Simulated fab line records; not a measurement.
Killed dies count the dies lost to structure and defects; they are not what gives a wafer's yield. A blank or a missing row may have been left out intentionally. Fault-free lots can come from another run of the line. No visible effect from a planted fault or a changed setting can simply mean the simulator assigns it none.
Chamber matching | flow n5Finfet | N5_BEOL_M9_CMP_52 on cmp-03 has 4 sister chambers
The step polishes, stops on SiCOH lowk, t overpolish 7 s, target thk 140 nm. 14 wafers are shown with their chamber, then 7 later ones without.

== WAFERS, EACH WITH ITS CHAMBER ==
wafer  | chamber | motorCurrentA (A) | overpolishRunS (s) | edgeZonePressureFrac
L367.3 | 3       | 6.2               | 7.002              | 1.003
L367.4 | 2       | 5.2               | 7.007              | 1.005
L367.5 | 3       | 6.2               | 7.011              | 1.001
L370.1 | 1       | 7.0               | 6.999              | 1.000
L370.3 | 3       | 6.6               | 6.999              | 1.001
L370.4 | 2       | 5.3               | 6.999              | 0.997
L371.1 | 2       | 5.2               | 6.981              | 1.000
L371.2 | 3       | 6.3               | 7.003              | 0.998
L371.5 | 1       | 6.6               | 7.011              | 0.999
L376.1 | 3       | 6.2               | 6.985              | 1.002
L376.3 | 1       | 7.2               | 7.009              | 0.999
L376.4 | 0       | 5.6               | 6.985              | 0.999
L373.1 | 2       | 5.5               | 7.007              | 1.012
L373.2 | 1       | 7.2               | 6.990              | 1.001

SIGNATURES (averages over the wafers above)
reading              | chamber 0 | chamber 1 | chamber 2 | chamber 3 | scatter within a chamber
motorCurrentA        | 5.600     | 7.000     | 5.300     | 6.300     | 0.205
overpolishRunS       | 6.98500   | 7.00225   | 6.99850   | 7.00000   | 0.0105
edgeZonePressureFrac | 0.99900   | 0.99975   | 1.00350   | 1.00100   | 0.00382
Rule: for a wafer and a chamber, the distance is found by dividing, reading by reading, the gap between the wafer's reading and the chamber's mean by the reading's scatter, squaring, summing and taking the root. If the next closest chamber is less than 2 further off than the closest, the wafer can't be placed; otherwise it belongs to the closest. The scatter is the square root of a quotient: the sum, over the shown wafers, of each reading's squared deviation from its chamber's mean, divided by wafers minus chambers.

== WAFERS WITH NO CHAMBER GIVEN ==
wafer  | motorCurrentA (A) | overpolishRunS (s) | edgeZonePressureFrac
L373.4 | 5.8               | 7.008              | 0.999
L382.1 | 6.0               | 6.991              | 1.003
L382.5 | 5.5               | 7.008              | 0.991
L382.6 | 6.5               | 6.981              | 1.005
L384.2 | 6.2               | 7.001              | 1.000
L384.3 | 5.3               | 7.001              | 1.007
L384.6 | 5.6               | 7.002              | 0.996

== EACH ONE'S CHAMBER ==
wafer  | from the rows above          | in truth
L373.4 | can't be placed: 0 or 3 or 2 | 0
L382.1 | can't be placed: 3 or 0 or 2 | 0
L382.5 | can't be placed: 0 or 2 or 3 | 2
L382.6 | can't be placed: 3 or 1      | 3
L384.2 | 3                            | 3
L384.3 | 2                            | 2
L384.6 | can't be placed: 0 or 2 or 3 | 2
Correctly placed: 2 of 7. Not placeable from these rows: 5 (in 5, the candidates include the true chamber). Wrongly placed: 0.
